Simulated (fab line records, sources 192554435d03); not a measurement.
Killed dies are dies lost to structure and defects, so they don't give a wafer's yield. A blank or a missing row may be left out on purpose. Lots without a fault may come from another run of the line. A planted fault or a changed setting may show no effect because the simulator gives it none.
Chamber matching | flow n5_finfet | N5_BEOL_M10_CURE_71 on uv_cure-02: 3 sister chambers
The step cures SiCOH lowk, time 240 s. 6 wafers are shown with their chamber, then 12 later ones without.

WAFERS WITH THEIR CHAMBER
wafer  | chamber | wafer_temp_C_max | lamp_power_pct (%)
L084.4 | 0       | 386.2            | 52.28
L084.5 | 0       | 386.4            | 52.30
L086.4 | 2       | 386.3            | 52.37
L086.5 | 2       | 386.2            | 52.28
L088.2 | 1       | 386.5            | 52.33
L088.5 | 1       | 386.1            | 52.26

WAFERS WITHOUT THEIR CHAMBER
wafer  | wafer_temp_C_max | lamp_power_pct (%)
L090.1 | 386.0            | 52.28
L090.4 | 386.3            | 52.28
L090.6 | 386.6            | 52.30
L092.1 | 386.7            | 52.22
L092.4 | 386.4            | 52.40
L092.6 | 386.6            | 52.26
L092.2 | 386.4            | 52.34
L092.3 | 386.5            | 52.28
L092.5 | 386.8            | 52.28
L094.3 | 386.2            | 52.34
L094.4 | 386.6            | 52.29
L094.5 | 386.6            | 52.23

WHICH CHAMBER EACH WENT THROUGH
wafer  | from the rows above          | in truth
L090.1 | can't be placed: 0 or 1 or 2 | 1
L090.4 | can't be placed: 0 or 1 or 2 | 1
L090.6 | can't be placed: 1 or 0 or 2 | 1
L092.1 | can't be placed: 0 or 1 or 2 | 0
L092.4 | can't be placed: 2 or 1 or 0 | 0
L092.6 | can't be placed: 0 or 1 or 2 | 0
L092.2 | can't be placed: 2 or 1 or 0 | 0
L092.3 | can't be placed: 0 or 1 or 2 | 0
L092.5 | can't be placed: 0 or 1 or 2 | 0
L094.3 | can't be placed: 2 or 1 or 0 | 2
L094.4 | can't be placed: 0 or 1 or 2 | 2
L094.5 | can't be placed: 0 or 1 or 2 | 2
Placed correctly: 0 of 12. Can't be placed from these rows: 12 (the true chamber is among the candidates in 12). Placed wrongly: 0.
How it was worked out, from the rows above alone: a wafer's distance from a chamber is the root of the sum, over the readings, of the square of ((its reading less the chamber's mean) divided by the reading's scatter). The wafer belongs to the nearest chamber; if the next one is less than 2 further off, it can't be placed. A chamber's mean is the mean of its shown wafers. The scatter: the root of (the sum of the squares of (reading less its chamber's mean) over the shown wafers, divided by (wafers less chambers)).
